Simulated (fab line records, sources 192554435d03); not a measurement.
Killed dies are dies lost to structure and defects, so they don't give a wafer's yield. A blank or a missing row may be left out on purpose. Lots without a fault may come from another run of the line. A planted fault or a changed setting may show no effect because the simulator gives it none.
One fault seen from 2 desks | flow n5_finfet | each desk has only its own numbers; what lay behind them comes last

THE METROLOGY DESK
What the gauges read, lot by lot, whatever tool the lot ran on: means of the sampled wafers that have a number. A lot is out of limits, marked OUT, if its mean lies more than 4 standard deviations from the usual mean; the brackets give that distance. Of its 10 readings 7 are shown: those that lie furthest out on some lot.
Columns: A = DIBL_P at N5_BEOL_M4_RC_MEAS_101, usual 35.9 mV/V; B = IOFF_P at N5_BEOL_M4_RC_MEAS_101, usual 0.21 nA/um; C = ION_N at N5_BEOL_M4_RC_MEAS_101, usual 672 uA/um; D = ION_P at N5_BEOL_M4_RC_MEAS_101, usual 461 uA/um; E = SS_P at N5_BEOL_M4_RC_MEAS_101, usual 73.2 mV/dec; F = VT_N at N5_BEOL_M4_RC_MEAS_101, usual 250 mV; G = VT_P at N5_BEOL_M4_RC_MEAS_101, usual -251 mV
lot  | first seen here | A    | B    | C   | D   | E    | F   | G
L441 | day 7 19:40     | 35.3 | 0.17 | 675 | 459 | 73.2 | 249 | -253
L443 | day 7 21:46     | 33.6 | 0.18 | 669 | 455 | 72.3 | 255 | -254
L442 | day 8 15:25     | 35.8 | 0.23 | 674 | 469 | 73.2 | 247 | -247
L444 | day 8 15:26     | 34.3 | 0.20 | 669 | 461 | 72.9 | 250 | -249
L447 | day 10 00:50    | 39.3 | 0.21 | 687 | 463 | 73.1 | 248 | -250
L450 | day 10 02:31    | 37.2 | 0.23 | 677 | 461 | 73.4 | 249 | -249
L453 | day 11 11:02    | 36.3 | 0.21 | 674 | 464 | 73.2 | 250 | -249
L458 | day 12 09:31    | 36.9 | 0.18 | 666 | 446 | 73.6 | 252 | -256
L456 | day 12 13:22    | 36.8 | 0.27 | 689 | 475 | 73.3 | 246 | -245
L462 | day 12 23:56    | 35.7 | 0.19 | 671 | 460 | 73.6 | 251 | -254
L463 | day 13 21:09    | 34.1 | 0.20 | 676 | 466 | 72.7 | 251 | -252
This desk's finding: nothing out of limits on any of the 11 lots.

THE TOOL OWNER'S DESK: cmp-01
The tool's own readings at N5_BEOL_M1_CMP_52 (polishes, stops on SiOC, t overpolish 6.8 s, target thk 40 nm): means of the sampled wafers that have a number, for each lot that ran on this tool. A lot is out of limits, marked OUT, if its mean lies more than 4 standard deviations from the usual mean; the brackets give that distance.
Columns: A = barrier_field_endpoint_s at N5_BEOL_M1_CMP_52, usual 24.4 s; B = motor_current_A at N5_BEOL_M1_CMP_52, usual 6.0 A; C = overpolish_run_s at N5_BEOL_M1_CMP_52, usual 6.800 s; D = pad_life_wafers at N5_BEOL_M1_CMP_52, usual 878; E = time_to_endpoint_s at N5_BEOL_M1_CMP_52, usual 61 s
lot  | first seen here | A               | B   | C     | D    | E
L441 | day 6 14:17     | 24.2            | 5.8 | 6.807 | 1729 | 60
L442 | day 6 21:58     | 24.8            | 6.5 | 6.801 | 1820 | 62
L444 | day 7 06:20     | 20.9 (-6.1) OUT | 5.4 | 6.796 | 1910 | 52
L447 | day 8 11:38     | 18.9 (-9.6) OUT | 6.0 | 6.796 | 14   | 48 (-4.0) OUT
L450 | day 8 20:59     | 21.3 (-5.4) OUT | 6.0 | 6.804 | 86   | 54
L462 | day 11 14:51    | 23.9            | 6.3 | 6.806 | 752  | 59
This desk's finding: out of limits on L444, L447, L450; first on L444, day 7 06:20 (barrier_field_endpoint_s at N5_BEOL_M1_CMP_52). In limits: L441, L442, L462.

PUT TOGETHER
The tool owner's desk could have raised an alarm at day 7 06:20, on L444, L447, L450.
The metrology desk saw nothing out of limits.
The metrology desk has L444, L447, L450 on record, within its limits.
Of the lots named, all ran N5_BEOL_M1_CMP_52 on cmp-01.

WHAT THE SIMULATOR HAD PUT IN
Process parameter drift: cmp-01, from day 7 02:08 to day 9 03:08, at N5_BEOL_M1_CMP_52. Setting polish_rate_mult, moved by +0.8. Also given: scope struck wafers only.
Lots struck among those shown: L444, L447, L450.
Hours from the fault's start to each desk's first reading out of limits: the tool owner's desk, 4.
